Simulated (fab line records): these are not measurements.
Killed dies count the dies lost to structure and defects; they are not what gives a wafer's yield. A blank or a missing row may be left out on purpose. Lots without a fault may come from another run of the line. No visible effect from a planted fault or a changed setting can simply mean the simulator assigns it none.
Matching of chambers || flow n5Finfet || N5_BEOL_M6_DESCUM_16 on rieDiel-04 has 4 sister chambers
The step chemistry O2, time 7.9 s. 4 wafers are shown with their chamber, then 12 later ones without.

WAFERS, EACH WITH ITS CHAMBER
{"wafer": "L090.6", "chamber": 2, "showerheadPlenumPTorr (Torr)": 2.07}
{"wafer": "L089.1", "chamber": 0, "showerheadPlenumPTorr (Torr)": 2.21}
{"wafer": "L089.2", "chamber": 1, "showerheadPlenumPTorr (Torr)": 2.17}
{"wafer": "L089.4", "chamber": 3, "showerheadPlenumPTorr (Torr)": 2.01}

WAFERS WITHOUT THEIR CHAMBER
{"wafer": "L091.1", "showerheadPlenumPTorr (Torr)": 2.06}
{"wafer": "L091.2", "showerheadPlenumPTorr (Torr)": 2.21}
{"wafer": "L091.3", "showerheadPlenumPTorr (Torr)": 2.01}
{"wafer": "L091.4", "showerheadPlenumPTorr (Torr)": 2.17}
{"wafer": "L091.5", "showerheadPlenumPTorr (Torr)": 2.21}
{"wafer": "L091.6", "showerheadPlenumPTorr (Torr)": 2.17}
{"wafer": "L095.3", "showerheadPlenumPTorr (Torr)": 2.00}
{"wafer": "L095.4", "showerheadPlenumPTorr (Torr)": 2.21}
{"wafer": "L095.5", "showerheadPlenumPTorr (Torr)": 2.06}
{"wafer": "L094.1", "showerheadPlenumPTorr (Torr)": 2.06}
{"wafer": "L094.3", "showerheadPlenumPTorr (Torr)": 2.21}
{"wafer": "L094.5", "showerheadPlenumPTorr (Torr)": 2.21}

WHICH CHAMBER EACH WENT THROUGH
{"wafer": "L091.1", "from the rows above": 2, "in truth": 2}
{"wafer": "L091.2", "from the rows above": 0, "in truth": 0}
{"wafer": "L091.3", "from the rows above": 3, "in truth": 3}
{"wafer": "L091.4", "from the rows above": 1, "in truth": 1}
{"wafer": "L091.5", "from the rows above": 0, "in truth": 0}
{"wafer": "L091.6", "from the rows above": 1, "in truth": 1}
{"wafer": "L095.3", "from the rows above": 3, "in truth": 3}
{"wafer": "L095.4", "from the rows above": 0, "in truth": 0}
{"wafer": "L095.5", "from the rows above": 2, "in truth": 2}
{"wafer": "L094.1", "from the rows above": 2, "in truth": 2}
{"wafer": "L094.3", "from the rows above": 0, "in truth": 0}
{"wafer": "L094.5", "from the rows above": 0, "in truth": 0}
Correct placement for 12 of the 12. Can't be placed from these rows: 0. Wrongly placed: 0.
How it was worked out, from the rows above alone: a wafer's distance from a chamber is the root of the sum, over the readings, of the square of ((its reading less the chamber's mean) divided by the reading's scatter). If the next closest chamber is less than 2 further off than the closest, the wafer can't be placed; otherwise it belongs to the closest. A chamber's mean is the mean of its shown wafers. The scatter: root of mean squared gap, hidden wafer to nearest shown wafer, with one shown wafer a chamber.
